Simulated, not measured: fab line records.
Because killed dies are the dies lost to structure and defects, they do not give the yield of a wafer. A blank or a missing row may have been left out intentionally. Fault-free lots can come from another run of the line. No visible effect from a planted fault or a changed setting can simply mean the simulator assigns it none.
Lot-split experiment -- flow n5 finfet -- on a route of 1938 steps: 7 lots, 39 wafers read

THE SPLIT
At N5_FIN_SAQP_PECVD_06 (deposits a-Si from SiH4/He, target thk 60 nm, time 48.1 s), the setting time s was moved away from the recipe's 48.1 s on 6 of the 39 wafers read, by +48.6% to +49.0%. All remaining wafers had this setting at the recipe value.

FROM THE SPLIT TO THE READING: what the file shows between them, 5 steps
- N5_FIN_SAQP_THK_MEAS_07
- N5_FIN_SAQP_HM_DEP_72: deposits SiO2 from SiH4/N2O, target thk 12 nm, time 7.2 s
- N5_FIN_SAQP_COAT_49: time 60 s, resist thk 100 nm
- N5_FIN_SAQP_HM_OPEN_73: chemistry CHF3/O2, target SiO2, stops on a-Si, target depth 12 nm, time 16.8 s
- N5_FIN_SAQP_STRIP_74: strips in CHF3/O2

THE READING
oes product au, in a.u., at N5_FIN_SAQP_MANDREL_ETCH_22 (etches a-Si in HBr/Cl2, stops on SiNx, target depth 60 nm, bt time 10 s, time 30 s). A value of 0.763 a.u. with a standard deviation of 0.013 a.u. is what fault-free wafers of this fab line usually give.

wafer,"tool, chamber at the split","time s as run, s",against the recipe,"oes product au, a.u.",against lot-mates on the recipe
L074.1,"pecvd-04, 2",48.1,recipe,0.758,-
L074.5,"pecvd-04, 2",48.1,recipe,0.770,-
L074.6,"pecvd-04, 0",48.1,recipe,0.779,-
L076.1,"pecvd-04, 2",48.1,recipe,0.773,-
L076.2,"pecvd-04, 1",48.1,recipe,0.746,-
L076.3,"pecvd-04, 0",48.1,recipe,0.754,-
L076.4,"pecvd-04, 0",48.1,recipe,0.784,-
L076.5,"pecvd-04, 2",48.1,recipe,0.765,-
L076.6,"pecvd-04, 1",48.1,recipe,0.754,-
L079.1,"pecvd-01, 1",48.1,recipe,0.755,-
L079.2,"pecvd-01, 0",48.1,recipe,0.758,-
L079.3,"pecvd-01, 2",48.1,recipe,0.754,-
L079.4,"pecvd-01, 2",48.1,recipe,0.765,-
L079.5,"pecvd-01, 1",48.1,recipe,0.764,-
L079.6,"pecvd-01, 0",48.1,recipe,0.770,-
L081.1,"pecvd-01, 0",48.1,recipe,0.743,-
L081.2,"pecvd-01, 2",48.1,recipe,0.772,-
L081.3,"pecvd-01, 1",48.1,recipe,0.768,-
L081.4,"pecvd-01, 2",48.1,recipe,0.741,-
L081.5,"pecvd-01, 0",48.1,recipe,0.760,-
L081.6,"pecvd-01, 1",48.1,recipe,0.746,-
L089.1,"pecvd-04, 0",48.1,recipe,0.766,-
L089.2,"pecvd-04, 2",48.1,recipe,0.762,-
L089.3,"pecvd-04, 1",48.1,recipe,0.765,-
L089.4,"pecvd-04, 0",48.1,recipe,0.764,-
L089.5,"pecvd-04, 2",48.1,recipe,0.776,-
L089.6,"pecvd-04, 1",48.1,recipe,0.773,-
L090.1,"pecvd-01, 2",48.1,recipe,0.759,-
L090.2,"pecvd-01, 1",48.1,recipe,0.766,-
L090.3,"pecvd-01, 0",48.1,recipe,0.768,-
L090.4,"pecvd-01, 0",71.69,+49.0%,0.985,+0.221
L090.5,"pecvd-01, 2",71.69,+49.0%,1.000,+0.236
L090.6,"pecvd-01, 1",71.69,+49.0%,0.982,+0.218
L092.1,"pecvd-01, 0",48.1,recipe,0.758,-
L092.2,"pecvd-01, 2",48.1,recipe,0.742,-
L092.3,"pecvd-01, 1",71.48,+48.6%,0.977,+0.224
L092.4,"pecvd-01, 0",71.48,+48.6%,0.999,+0.246
L092.5,"pecvd-01, 1",71.48,+48.6%,0.994,+0.241
L092.6,"pecvd-01, 2",48.1,recipe,0.759,-

FIT RESULTS
A straight line over all 39 wafers: oes product au changes by +0.00466 a.u. for each +1% of time s; r = +0.99; the points scatter about the line by 0.01 a.u.
The same after taking each lot's own level away (the mean of its wafers on the recipe; 39 wafers): +0.00473 a.u. for each +1%; r = +0.99; scatter 0.0097 a.u.
According to that fit, moving time s by its largest amount changes the reading by 0.23 a.u.
Across the lots, their own levels run from 0.7530 to 0.7690 a.u., a range of 1.2 times the standard deviation given above.
Consequently the slope shifts little with the lot-to-lot level, the two slopes agreeing.
Check: +0.234 a.u. against its lot-mates is what the line predicts for one of the wafers moved furthest among these (+49.0%) when that wafer is left out of the fit. It came out at +0.221 a.u. against them.

THE WHOLE CHAIN: every reading that the file lists as answering this split, in the file's order
step,what it does,reading,change (the file's fit),r (the file's)
N5_FIN_SAQP_PECVD_06,"deposits a-Si from SiH4/He, target thk 60 nm, time 48.1 s","a-Si_of_FIN_SAQP_PECVD_06.thk nm (the simulator's own value, which no gauge read)",+0.629 nm for each +1% of the setting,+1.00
N5_FIN_SAQP_THK_MEAS_07,,thk nm,withheld for each +1% of the setting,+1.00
N5_FIN_SAQP_MANDREL_ETCH_22,"etches a-Si in HBr/Cl2, stops on SiNx, target depth 60 nm, bt time 10 s, time 30 s",oes product au,+0.00473 a.u. for each +1% of the setting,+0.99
N5_FIN_SAQP_MANDREL_ETCH_22,"etches a-Si in HBr/Cl2, stops on SiNx, target depth 60 nm, bt time 10 s, time 30 s","etch.depth nm (the simulator's own value, which no gauge read)",+0.627 nm for each +1% of the setting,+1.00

FILE'S OWN FIT
oes product au changes by +0.00473 a.u. for each +1% of time s, r = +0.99.
